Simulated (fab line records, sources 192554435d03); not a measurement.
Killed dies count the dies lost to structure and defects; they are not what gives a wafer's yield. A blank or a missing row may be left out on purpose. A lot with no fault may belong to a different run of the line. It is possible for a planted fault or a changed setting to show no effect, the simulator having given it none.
fab line records    flow n5-finfet
record lots=24  wafers=72  last-day=17
route steps=1938 shown BEOL_M5@1181 BEOL_M6@1195 BEOL_M7@1265
lots that met no fault: from a run of the same line without faults
start-h: hours from the record's opening day to when the first of the lot's shown wafers began    wait-h: hours since the lot's step before    " identical to the entry in the row above    L1.1+2: one row covering several wafers at once    - value missing, or start not given    * or withheld: withheld    < > ~ a bound
route shown NAME@n: names a module that has steps shown in the file, with the first one's number in the route    usual: mean and standard deviation over wafers with no fault    same: alike in all rows    chamber/n: place in a boat    sites: the reading at each site    _std_site: standard deviation across them    _edge_site: mean of outer sites minus mean of inner sites    radius-mm: how far each site lies from the wafer's centre    mask NAME#n: copy n    behind: the tool/chamber that last shaped the wafer    hold: reason for holding the lot/hours on hold/outcome of the hold    device: the n, p or np transistor that did not switch    end of line: tests of these same wafers at the route's end    for a step that has no rows: nothing shown but its recipe    killed: the dies lost at the first sort to structure and to defects; this is not the yield of the wafer    map: a wafer's dies, x killed, . not, _ none there
set.NAME: setting as actually run; set.NAME@STEP: the setting as run at that earlier step    model.NAME: the simulator's own value behind a step, which no gauge read
one table for each step of the route and one row for each wafer, over a sample of lots
services: a tool's chamber out of use, with start hour (start-h, from the record's first day; less than 0 if before it), hours out, and reason
## steps
# step N5_BEOL_M5_SPUTTER_88
# recipe material=Cu  target-thk-a=150  temp-c=-20  chamber-pressure-pa=0.07  power-w=withheld  time-s=27.62
# usual susceptor-temp-C=-19.98/0.11  throttle-valve-pct=29.5/1.1
lot.wafer  tool            chamber  start-h  wait-h  susceptor-temp-C  throttle-valve-pct
L074.1     pvd-sputter-03  -        166.28   0.5     -19.89            29.8
L074.3     "               -        "        "       -19.83            29.2
L074.5     "               -        "        "       -19.89            27.8
L077.1     pvd-sputter-03  -        183.00   0.5     -20.15            30.2
L077.4     "               -        "        "       -19.94            31.0
L077.6     "               -        "        "       -19.91            29.0
L075.3     pvd-sputter-01  -        197.90   0.5     -19.90            31.3
L075.5     "               -        "        "       -19.75            29.9
L075.6     "               -        "        "       -20.11            28.7
L078.1     pvd-sputter-03  -        198.54   0.5     -19.93            31.4
L078.2     "               -        "        "       -20.05            28.0
L078.3     "               -        "        "       -19.98            29.9
L076.1     pvd-sputter-03  -        203.82   0.5     -19.92            27.9
L076.4     "               -        "        "       -20.05            29.5
L076.5     "               -        "        "       -20.03            28.1
L080.1     pvd-sputter-03  -        212.86   0.5     -19.92            29.1
L080.2     "               -        "        "       -20.03            27.9
L080.6     "               -        "        "       -19.94            29.2
L079.2     pvd-sputter-03  -        217.45   0.5     -20.01            27.9
L079.3     "               -        "        "       -20.12            31.4
L079.5     "               -        "        "       -20.00            28.1
L081.2     pvd-sputter-03  -        236.29   0.5     -19.94            31.3
L081.4     "               -        "        "       -19.94            29.0
L081.5     "               -        "        "       -20.00            29.7
L083.1     pvd-sputter-02  -        241.02   0.5     -19.91            28.2
L083.3     "               -        "        "       -20.09            29.9
L083.5     "               -        "        "       -20.03            29.1
L084.1     pvd-sputter-03  -        241.03   0.5     -19.94            31.1
L084.3     "               -        "        "       -20.11            29.5
L084.5     "               -        "        "       -20.20            27.8
L085.2     pvd-sputter-01  -        245.66   0.5     -19.95            29.7
L085.4     "               -        "        "       -20.00            31.1
L085.5     "               -        "        "       -19.99            28.9
L082.3     pvd-sputter-03  -        245.67   0.5     -20.04            31.2
L082.4     "               -        "        "       -20.25            29.9
L082.5     "               -        "        "       -20.17            29.3
L086.2     pvd-sputter-03  -        256.83   0.5     -19.96            31.4
L086.4     "               -        "        "       -20.10            28.0
L086.6     "               -        "        "       -19.84            29.5
L088.3     pvd-sputter-01  -        263.70   0.5     -20.11            30.9
L088.4     "               -        "        "       -19.88            28.5
L088.5     "               -        "        "       -20.10            30.9
L087.2     pvd-sputter-03  -        264.44   0.5     -20.02            29.2
L087.3     "               -        "        "       -19.95            29.8
L087.4     "               -        "        "       -19.96            27.8
L089.1     pvd-sputter-02  -        269.26   0.5     -19.95            28.9
L089.3     "               -        "        "       -20.03            28.3
L089.4     "               -        "        "       -19.94            30.0
L090.1     pvd-sputter-01  -        278.17   0.5     -20.06            30.0
L090.2     "               -        "        "       -20.04            31.1
L090.3     "               -        "        "       -20.10            28.7
L092.1     pvd-sputter-03  -        289.93   0.5     -19.91            31.4
L092.4     "               -        "        "       -19.93            30.0
L092.5     "               -        "        "       -20.11            29.8
L091.1     pvd-sputter-01  -        293.28   0.5     -19.94            29.9
L091.2     "               -        "        "       -20.02            31.0
L091.5     "               -        "        "       -19.90            31.0
L093.1     pvd-sputter-03  -        297.38   0.5     -19.90            27.9
L093.2     "               -        "        "       -19.89            29.9
L093.5     "               -        "        "       -19.84            29.9
L094.2     pvd-sputter-02  -        297.46   0.5     -20.10            30.0
L094.3     "               -        "        "       -20.08            28.4
L094.5     "               -        "        "       -20.07            28.7
L095.2     pvd-sputter-02  -        309.88   0.5     -20.13            30.3
L095.4     "               -        "        "       -19.76            30.1
L095.6     "               -        "        "       -20.02            29.0
L096.1     pvd-sputter-01  -        313.80   0.5     -20.01            30.9
L096.2     "               -        "        "       -19.97            31.1
L096.6     "               -        "        "       -20.00            30.8
L097.1     pvd-sputter-02  -        317.36   0.5     -19.77            28.9
L097.2     "               -        "        "       -19.89            29.8
L097.4     "               -        "        "       -19.92            30.6
# step N5_BEOL_M5_ANNEAL_89
# recipe temp-c=400  time-s=1800  ambient=vacuum
# usual heater-power-w=804/66  susceptor-temp-C=399.99/0.22
lot.wafer  tool            chamber  start-h  wait-h  heater-power-w  susceptor-temp-C
L074.1     pvd-sputter-03  -        166.36   0.0     696             400.22
L074.3     "               -        "        "       802             399.97
L074.5     "               -        "        "       876             399.98
L077.1     pvd-sputter-03  -        183.08   0.0     694             399.43
L077.4     "               -        "        "       860             399.74
L077.6     "               -        "        "       790             399.69
L075.3     pvd-sputter-01  -        197.98   0.0     859             399.97
L075.5     "               -        "        "       646             399.98
L075.6     "               -        "        "       795             400.13
L078.1     pvd-sputter-03  -        198.62   0.0     879             399.94
L078.2     "               -        "        "       862             400.13
L078.3     "               -        "        "       710             400.30
L076.1     pvd-sputter-03  -        203.90   0.0     873             399.96
L076.4     "               -        "        "       694             399.96
L076.5     "               -        "        "       859             399.96
L080.1     pvd-sputter-03  -        212.94   0.0     809             400.21
L080.2     "               -        "        "       869             400.37
L080.6     "               -        "        "       819             400.09
L079.2     pvd-sputter-03  -        217.53   0.0     849             399.82
L079.3     "               -        "        "       862             399.85
L079.5     "               -        "        "       853             399.76
L081.2     pvd-sputter-03  -        236.37   0.0     850             400.19
L081.4     "               -        "        "       793             400.22
L081.5     "               -        "        "       708             399.84
L083.1     pvd-sputter-02  -        241.10   0.0     864             399.93
L083.3     "               -        "        "       828             400.17
L083.5     "               -        "        "       817             399.94
L084.1     pvd-sputter-03  -        241.11   0.0     856             399.79
L084.3     "               -        "        "       708             399.64
L084.5     "               -        "        "       878             399.81
L085.2     pvd-sputter-01  -        245.74   0.0     688             400.00
L085.4     "               -        "        "       797             399.97
L085.5     "               -        "        "       809             400.11
L082.3     pvd-sputter-03  -        245.75   0.0     855             399.93
L082.4     "               -        "        "       724             400.16
L082.5     "               -        "        "       807             400.13
L086.2     pvd-sputter-03  -        256.91   0.0     852             399.56
L086.4     "               -        "        "       866             400.09
L086.6     "               -        "        "       726             399.60
L088.3     pvd-sputter-01  -        263.78   0.0     876             400.00
L088.4     "               -        "        "       788             399.57
L088.5     "               -        "        "       864             399.99
L087.2     pvd-sputter-03  -        264.52   0.0     806             400.28
L087.3     "               -        "        "       715             400.00
L087.4     "               -        "        "       835             400.26
L089.1     pvd-sputter-02  -        269.34   0.0     816             400.30
L089.3     "               -        "        "       865             400.01
L089.4     "               -        "        "       872             399.86
L090.1     pvd-sputter-01  -        278.25   0.0     662             399.91
L090.2     "               -        "        "       902             400.21
L090.3     "               -        "        "       814             399.91
L092.1     pvd-sputter-03  -        290.01   0.0     892             399.75
L092.4     "               -        "        "       727             400.47
L092.5     "               -        "        "       717             400.30
L091.1     pvd-sputter-01  -        293.36   0.0     666             399.79
L091.2     "               -        "        "       852             399.90
L091.5     "               -        "        "       792             400.24
L093.1     pvd-sputter-03  -        297.46   0.0     868             400.26
L093.2     "               -        "        "       699             400.18
L093.5     "               -        "        "       691             399.96
L094.2     pvd-sputter-02  -        297.54   0.0     866             399.93
L094.3     "               -        "        "       871             399.88
L094.5     "               -        "        "       811             399.79
L095.2     pvd-sputter-02  -        309.96   0.0     849             399.94
L095.4     "               -        "        "       857             399.77
L095.6     "               -        "        "       796             399.90
L096.1     pvd-sputter-01  -        313.88   0.0     778             399.81
L096.2     "               -        "        "       883             399.97
L096.6     "               -        "        "       900             399.42
L097.1     pvd-sputter-02  -        317.44   0.0     799             399.87
L097.2     "               -        "        "       858             400.09
L097.4     "               -        "        "       849             399.94
# step N5_BEOL_M6_CURE_74
# recipe temp-c=385  time-s=240  ambient=He/Ar  material=SiCOH_lowk
# usual lamp-power-pct=52.32/0.055  wafer_temp_C_max=386.6/0.56
lot.wafer  tool        chamber  start-h  wait-h  lamp-power-pct  wafer_temp_C_max
L074.1     uv-cure-01  2        168.55   0.0     52.35           386.7
L074.3     "           2        "        "       52.32           386.6
L074.5     "           2        "        "       52.31           386.8
L077.1     uv-cure-01  0        185.29   0.0     52.35           385.7
L077.4     "           0        "        "       52.30           386.2
L077.6     "           0        "        "       52.33           385.9
L075.3     uv-cure-01  1        200.34   0.2     52.39           386.1
L075.5     "           1        "        "       52.27           386.3
L075.6     "           1        "        "       52.29           386.8
L078.1     uv-cure-01  2        201.30   0.0     52.38           386.4
L078.2     "           2        "        "       52.29           386.9
L078.3     "           2        "        "       52.35           386.5
L076.1     uv-cure-01  1        206.32   0.1     52.28           385.9
L076.4     "           1        "        "       52.34           385.5
L076.5     "           1        "        "       52.35           386.0
L080.1     uv-cure-03  0        215.13   0.0     52.29           385.9
L080.2     "           0        "        "       52.39           386.4
L080.6     "           0        "        "       52.30           385.8
L079.2     uv-cure-01  1        219.96   0.1     52.37           385.7
L079.3     "           1        "        "       52.32           385.8
L079.5     "           1        "        "       52.28           386.3
L081.2     uv-cure-02  2        238.67   0.1     52.41           387.2
L081.4     "           2        "        "       52.41           386.7
L081.5     "           2        "        "       52.35           386.5
L083.1     uv-cure-02  2        243.35   0.0     52.30           386.3
L083.3     "           2        "        "       52.23           386.3
L083.5     "           2        "        "       52.36           386.6
L084.1     uv-cure-01  2        243.35   0.0     52.34           386.2
L084.3     "           2        "        "       52.39           386.5
L084.5     "           2        "        "       52.32           386.5
L085.2     uv-cure-03  1        248.10   0.2     52.29           387.3
L085.4     "           1        "        "       52.30           387.5
L085.5     "           1        "        "       52.35           386.9
L082.3     uv-cure-02  1        248.25   0.2     52.31           387.7
L082.4     "           1        "        "       52.37           387.1
L082.5     "           1        "        "       52.35           387.7
L086.2     uv-cure-03  2        259.46   0.4     52.36           387.2
L086.4     "           2        "        "       52.35           387.3
L086.6     "           2        "        "       52.41           387.0
L088.3     uv-cure-01  1        266.21   0.2     52.36           386.1
L088.4     "           1        "        "       52.36           385.8
L088.5     "           1        "        "       52.18           386.7
L087.2     uv-cure-01  0        266.89   0.1     52.26           386.2
L087.3     "           0        "        "       52.36           386.0
L087.4     "           0        "        "       52.29           386.2
L089.1     uv-cure-03  1        271.57   0.0     52.33           386.9
L089.3     "           1        "        "       52.30           387.0
L089.4     "           1        "        "       52.33           387.3
L090.1     uv-cure-03  0        280.90   0.5     52.32           386.1
L090.2     "           0        "        "       52.32           386.7
L090.3     "           0        "        "       52.23           386.3
L092.1     uv-cure-03  2        292.67   0.0     52.30           386.6
L092.4     "           2        "        "       52.36           387.4
L092.5     "           2        "        "       52.20           387.5
L091.1     uv-cure-03  0        295.54   0.0     52.37           386.0
L091.2     "           0        "        "       52.26           386.0
L091.5     "           0        "        "       52.36           386.0
L093.1     uv-cure-03  1        299.65   0.0     52.33           386.5
L093.2     "           1        "        "       52.36           387.5
L093.5     "           1        "        "       52.28           387.8
L094.2     uv-cure-02  2        299.84   0.1     52.40           386.6
L094.3     "           2        "        "       52.31           386.8
L094.5     "           2        "        "       52.47           387.1
L095.2     uv-cure-02  0        312.91   0.5     52.37           386.6
L095.4     "           0        "        "       52.35           386.9
L095.6     "           0        "        "       52.29           386.7
L096.1     uv-cure-01  0        316.07   0.0     52.27           386.3
L096.2     "           0        "        "       52.34           386.1
L096.6     "           0        "        "       52.36           386.7
L097.1     uv-cure-01  2        319.63   0.0     52.32           386.7
L097.2     "           2        "        "       52.29           386.4
L097.4     "           2        "        "       52.32           386.8
# step N5_BEOL_M6_OVL_MEAS_29
# recipe points-per-wafer=522
# usual V5_OVL=0.2/0.77
lot.wafer  tool        chamber  start-h  wait-h  V5_OVL[nm]
L074.1     overlay-01  0        171.40   0.0     1.2
L074.3     "           0        "        "       1.4
L074.5     "           0        "        "       0.6
L077.1     overlay-02  0        188.67   0.0     1.1
L077.4     "           0        "        "       0.6
L077.6     "           0        "        "       -0.1
L075.3     overlay-01  0        202.83   0.0     -0.2
L075.5     "           0        "        "       -0.4
L075.6     "           0        "        "       -0.6
L078.1     overlay-02  0        204.80   0.0     0.0
L078.2     "           0        "        "       0.2
L078.3     "           0        "        "       0.0
L076.1     overlay-01  0        210.54   0.0     0.2
L076.4     "           0        "        "       0.8
L076.5     "           0        "        "       -0.6
L080.1     overlay-01  0        220.55   0.0     1.3
L080.2     "           0        "        "       -0.2
L080.6     "           0        "        "       0.5
L079.2     overlay-01  0        223.50   0.0     -0.8
L079.3     "           0        "        "       -0.2
L079.5     "           0        "        "       -0.3
L081.2     overlay-01  0        246.41   0.0     0.4
L081.4     "           0        "        "       0.1
L081.5     "           0        "        "       1.1
L083.1     overlay-01  0        249.53   0.0     0.3
L083.3     "           0        "        "       1.0
L083.5     "           0        "        "       -0.3
L084.1     overlay-02  0        249.71   0.0     2.2
L084.3     "           0        "        "       1.7
L084.5     "           0        "        "       0.5
L082.3     overlay-02  0        251.68   0.0     0.9
L082.4     "           0        "        "       -0.3
L082.5     "           0        "        "       -0.3
L085.2     overlay-02  0        251.94   0.0     -0.4
L085.4     "           0        "        "       0.0
L085.5     "           0        "        "       0.2
L086.2     overlay-02  0        264.00   0.0     0.5
L086.4     "           0        "        "       1.0
L086.6     "           0        "        "       1.3
L088.3     overlay-02  0        272.45   0.0     -0.3
L088.4     "           0        "        "       0.2
L088.5     "           0        "        "       -1.5
L087.2     overlay-01  0        272.62   0.0     0.6
L087.3     "           0        "        "       0.3
L087.4     "           0        "        "       0.6
L089.1     overlay-01  0        274.61   0.0     0.3
L089.3     "           0        "        "       0.7
L089.4     "           0        "        "       0.8
L090.1     overlay-01  0        284.69   0.0     0.1
L090.2     "           0        "        "       -0.5
L090.3     "           0        "        "       0.0
L091.1     overlay-01  0        301.30   0.0     -0.3
L091.2     "           0        "        "       0.0
L091.5     "           0        "        "       -1.3
L092.1     overlay-02  0        301.35   0.0     1.1
L092.4     "           0        "        "       1.3
L092.5     "           0        "        "       0.0
L093.1     overlay-01  0        304.49   0.0     -0.6
L093.2     "           0        "        "       -0.6
L093.5     "           0        "        "       -0.3
L094.2     overlay-02  0        304.59   0.0     0.7
L094.3     "           0        "        "       0.7
L094.5     "           0        "        "       0.3
L095.2     overlay-01  0        316.71   0.0     0.7
L095.4     "           0        "        "       0.3
L095.6     "           0        "        "       1.8
L096.1     overlay-01  0        318.22   0.0     -0.2
L096.2     "           0        "        "       -0.1
L096.6     "           0        "        "       0.0
L097.1     overlay-01  0        326.29   0.0     0.7
L097.2     "           0        "        "       0.1
L097.4     "           0        "        "       0.3
# step N5_BEOL_M6_CMP_52
# recipe stop-on=SiCOH_lowk  t-overpolish-s=6.9  down-force-psi=1  platen-rpm=50  clearing-platen-down-force-psi=1.5  clearing-platen-rpm=50  post-cmp-clean=cu-alkaline  target-thk-nm=80  clearing-platen-pad-velocity-m-s=0.99484  pad-velocity-m-s=0.99484
# usual barrier-field-endpoint-s=28.9/0.59  motor-current-A=6.3/0.66  overpolish-run-s=6.899/0.0095  retaining-ring-pressure-frac=1.000/0.005  time-to-endpoint-s=63.0/2.5
lot.wafer  tool    chamber  start-h  wait-h  barrier-field-endpoint-s  motor-current-A  overpolish-run-s  retaining-ring-pressure-frac  time-to-endpoint-s
L074.1     cmp-02  2        174.53   0.3     29.2                      5.8              6.903             0.999                         64.1
L074.3     "       3        "        "       29.2                      7.4              6.883             0.999                         62.2
L074.5     "       3        "        "       29.5                      7.2              6.915             1.001                         64.0
L077.1     cmp-02  1        191.37   0.3     28.2                      5.9              6.905             0.998                         61.9
L077.4     "       3        "        "       29.4                      7.3              6.904             1.004                         61.8
L077.6     "       0        "        "       29.2                      5.7              6.896             1.002                         62.4
L075.3     cmp-01  2        205.43   0.3     29.8                      7.0              6.904             1.004                         63.5
L075.5     "       0        "        "       29.8                      6.4              6.887             1.005                         62.6
L075.6     "       1        "        "       29.6                      6.8              6.908             1.003                         63.9
L078.3     cmp-01  0        208.81   0.2     28.9                      6.8              6.895             1.007                         60.0
L078.2     "       1        "        "       28.8                      6.6              6.908             0.994                         58.4
L078.1     "       2        "        "       28.9                      6.8              6.900             1.002                         58.5
L076.4     cmp-01  3        214.76   0.2     29.1                      6.2              6.909             0.995                         61.3
L076.1     "       0        "        "       28.2                      6.3              6.904             1.006                         62.2
L076.5     "       3        "        "       29.8                      6.4              6.902             0.993                         61.0
L080.2     cmp-04  2        223.39   0.2     27.9                      5.5              6.905             0.995                         58.0
L080.1     "       1        "        "       29.0                      7.2              6.915             0.998                         62.1
L080.6     "       3        "        "       28.2                      6.3              6.921             1.004                         61.3
L079.3     cmp-01  3        225.81   0.2     28.6                      6.2              6.889             1.006                         61.8
L079.2     "       2        "        "       28.8                      7.0              6.906             0.995                         64.7
L079.5     "       0        "        "       28.5                      6.6              6.902             1.003                         64.2
L081.4     cmp-04  1        250.20   0.1     29.9                      7.4              6.895             0.993                         66.3
L081.2     "       3        "        "       28.5                      5.8              6.908             0.993                         65.8
L081.5     "       2        "        "       29.6                      5.5              6.900             1.001                         63.7
L083.1     cmp-01  2        252.46   0.3     28.3                      7.0              6.909             1.001                         65.0
L083.3     "       1        "        "       29.3                      7.0              6.905             0.990                         67.1
L083.5     "       3        "        "       29.4                      6.0              6.885             1.007                         66.7
L084.1     cmp-01  2        253.70   0.3     27.7                      6.7              6.908             0.999                         63.8
L084.3     "       1        "        "       28.0                      6.9              6.918             1.007                         64.0
L084.5     "       3        "        "       27.8                      6.2              6.914             1.002                         62.7
L082.3     cmp-02  2        254.20   0.2     29.6                      5.4              6.900             1.002                         69.2
L082.4     "       3        "        "       28.6                      7.1              6.889             0.994                         64.6
L082.5     "       1        "        "       28.5                      5.6              6.898             0.995                         62.0
L085.4     cmp-02  1        255.82   0.2     28.4                      5.9              6.903             1.000                         60.7
L085.2     "       3        "        "       28.2                      7.5              6.908             0.996                         61.7
L085.5     "       0        "        "       28.1                      5.5              6.898             0.994                         63.6
L086.2     cmp-04  0        266.74   0.2     29.3                      5.2              6.905             1.001                         63.2
L086.4     "       2        "        "       28.7                      5.0              6.898             0.999                         59.7
L086.6     "       0        "        "       29.4                      5.5              6.901             1.003                         63.1
L088.3     cmp-04  2        274.76   0.2     28.9                      5.3              6.901             1.001                         65.3
L088.4     "       3        "        "       29.7                      6.0              6.893             1.000                         65.0
L088.5     "       1        "        "       28.4                      7.1              6.885             1.006                         62.9
L087.2     cmp-01  2        275.27   0.2     28.0                      6.9              6.908             0.995                         61.1
L087.3     "       3        "        "       28.5                      6.1              6.890             0.984                         62.1
L087.4     "       0        "        "       28.2                      6.6              6.892             1.003                         64.1
L089.1     cmp-02  3        277.62   0.3     30.1                      7.6              6.889             0.997                         65.5
L089.4     "       1        "        "       29.5                      5.8              6.909             1.004                         63.6
L089.3     "       2        "        "       30.1                      5.4              6.902             1.000                         65.7
L090.1     cmp-01  0        286.94   0.3     28.5                      6.6              6.915             1.001                         64.5
L090.2     "       2        "        "       28.2                      6.6              6.899             0.993                         61.8
L090.3     "       3        "        "       27.5                      6.5              6.909             1.005                         62.4
L091.2     cmp-01  2        305.68   0.2     28.1                      7.0              6.920             0.991                         59.0
L091.1     "       0        "        "       28.7                      6.5              6.883             1.005                         60.0
L091.5     "       2        "        "       28.9                      6.5              6.894             0.995                         61.0
L092.1     cmp-02  3        306.35   0.3     28.6                      7.2              6.894             1.002                         61.0
L092.4     "       1        "        "       29.4                      5.8              6.908             0.999                         63.0
L092.5     "       3        "        "       29.4                      7.3              6.893             1.003                         60.3
L093.1     cmp-04  2        307.78   0.3     29.2                      5.5              6.908             1.005                         62.9
L093.2     "       0        "        "       29.0                      5.3              6.897             0.995                         66.6
L093.5     "       1        "        "       29.2                      7.1              6.904             0.998                         64.4
L094.2     cmp-02  3        308.29   0.2     29.3                      7.5              6.906             1.000                         63.6
L094.3     "       0        "        "       27.8                      5.7              6.892             0.998                         57.0
L094.5     "       3        "        "       29.1                      8.1              6.904             0.989                         61.2
L095.2     cmp-02  2        319.49   0.2     29.1                      5.6              6.897             0.991                         65.2
L095.4     "       3        "        "       29.3                      7.3              6.895             0.997                         61.5
L095.6     "       2        "        "       29.5                      5.7              6.901             0.998                         65.2
L096.2     cmp-01  1        322.23   0.2     28.8                      7.1              6.904             1.003                         64.1
L096.1     "       0        "        "       29.4                      6.9              6.902             1.004                         66.4
L096.6     "       2        "        "       29.2                      7.0              6.895             1.000                         64.9
L097.2     cmp-01  2        328.93   0.2     28.4                      6.9              6.897             1.005                         61.9
L097.1     "       3        "        "       28.7                      6.0              6.915             1.000                         63.0
L097.4     "       1        "        "       28.5                      6.7              6.912             1.004                         61.8
# step N5_BEOL_M7_THK_MEAS_01
# recipe reads=SiCOH_lowk_of_BEOL_M7_ILD_DEP_00
# usual M7_ILD_THK=155.0/2
lot.wafer  tool           chamber  start-h  wait-h  M7_ILD_THK[nm]
L074.1     film-metro-01  -        175.62   0.4     153.3
L074.3     "              -        "        "       156.9
L074.5     "              -        "        "       157.6
L077.1     film-metro-02  -        192.40   0.4     152.5
L077.4     "              -        "        "       154.0
L077.6     "              -        "        "       156.7
L075.3     film-metro-01  -        206.45   0.3     154.7
L075.5     "              -        "        "       159.7
L075.6     "              -        "        "       160.5
L078.1     film-metro-01  -        209.84   0.4     152.7
L078.2     "              -        "        "       153.1
L078.3     "              -        "        "       154.1
L076.1     film-metro-02  -        215.78   0.4     156.5
L076.4     "              -        "        "       154.6
L076.5     "              -        "        "       159.0
L080.1     film-metro-02  -        224.93   0.8     153.9
L080.2     "              -        "        "       153.5
L080.6     "              -        "        "       156.3
L079.2     film-metro-02  -        226.91   0.4     152.2
L079.3     "              -        "        "       154.3
L079.5     "              -        "        "       154.5
L081.2     film-metro-02  -        251.66   0.4     151.8
L081.4     "              -        "        "       154.7
L081.5     "              -        "        "       154.2
L083.1     film-metro-02  -        253.53   0.4     152.2
L083.3     "              -        "        "       155.1
L083.5     "              -        "        "       156.1
L084.1     film-metro-01  -        254.76   0.4     153.3
L084.3     "              -        "        "       150.4
L084.5     "              -        "        "       154.7
L082.3     film-metro-01  -        255.19   0.3     154.5
L082.4     "              -        "        "       156.9
L082.5     "              -        "        "       155.3
L085.2     film-metro-02  -        256.85   0.4     154.5
L085.4     "              -        "        "       157.7
L085.5     "              -        "        "       159.3
L086.2     film-metro-02  -        267.78   0.4     153.6
L086.4     "              -        "        "       156.8
L086.6     "              -        "        "       155.0
L088.3     film-metro-02  -        275.75   0.3     152.3
L088.4     "              -        "        "       154.5
L088.5     "              -        "        "       157.1
L087.2     film-metro-01  -        276.52   0.4     151.3
L087.3     "              -        "        "       151.4
L087.4     "              -        "        "       156.2
L089.1     film-metro-02  -        278.69   0.4     156.1
L089.3     "              -        "        "       152.4
L089.4     "              -        "        "       156.8
L090.1     film-metro-01  -        288.01   0.4     153.6
L090.2     "              -        "        "       153.9
L090.3     "              -        "        "       153.4
L091.1     film-metro-01  -        306.71   0.4     153.5
L091.2     "              -        "        "       154.7
L091.5     "              -        "        "       157.0
L092.1     film-metro-01  -        307.38   0.4     154.0
L092.4     "              -        "        "       156.2
L092.5     "              -        "        "       158.9
L093.1     film-metro-02  -        308.81   0.4     154.0
L093.2     "              -        "        "       149.7
L093.5     "              -        "        "       154.5
L094.2     film-metro-01  -        309.36   0.4     153.1
L094.3     "              -        "        "       155.7
L094.5     "              -        "        "       156.4
L095.2     film-metro-01  -        320.58   0.4     150.2
L095.4     "              -        "        "       156.6
L095.6     "              -        "        "       155.7
L096.1     film-metro-02  -        323.29   0.4     152.7
L096.2     "              -        "        "       154.6
L096.6     "              -        "        "       156.7
L097.1     film-metro-02  -        331.88   0.4     154.2
L097.2     "              -        "        "       154.4
L097.4     "              -        "        "       156.9
## services
tool        chamber  start-h  hours  kind
uv-cure-03  -        146.90   0.8    repair
cmp-02      -        153.77   4.0    pm
cmp-02      -        157.77   -      consumable-replace:conditioner
cmp-02      -        157.77   -      consumable-replace:pad
cmp-04      -        166.09   6.3    pm
uv-cure-01  -        167.62   0.9    repair
cmp-04      -        174.50   1.8    repair
uv-cure-02  -        177.95   0.9    repair
uv-cure-01  -        204.45   1.0    pm
cmp-04      -        212.57   4.0    pm
uv-cure-01  -        213.27   5.0    pm
cmp-04      -        216.57   -      consumable-replace:conditioner
cmp-04      -        216.57   -      consumable-replace:pad
uv-cure-03  -        238.98   1.0    pm
uv-cure-01  -        245.56   5.9    repair
uv-cure-03  -        251.75   7.5    pm
cmp-04      -        253.81   6.2    pm
cmp-01      -        263.13   2.2    repair
cmp-01      -        266.86   4.0    pm
cmp-01      -        270.86   -      consumable-replace:conditioner
cmp-01      -        270.86   -      consumable-replace:pad
uv-cure-01  -        323.47   2.1    pm
uv-cure-02  -        326.17   7.5    pm
uv-cure-01  -        326.96   24.9   pm
## key
fault none
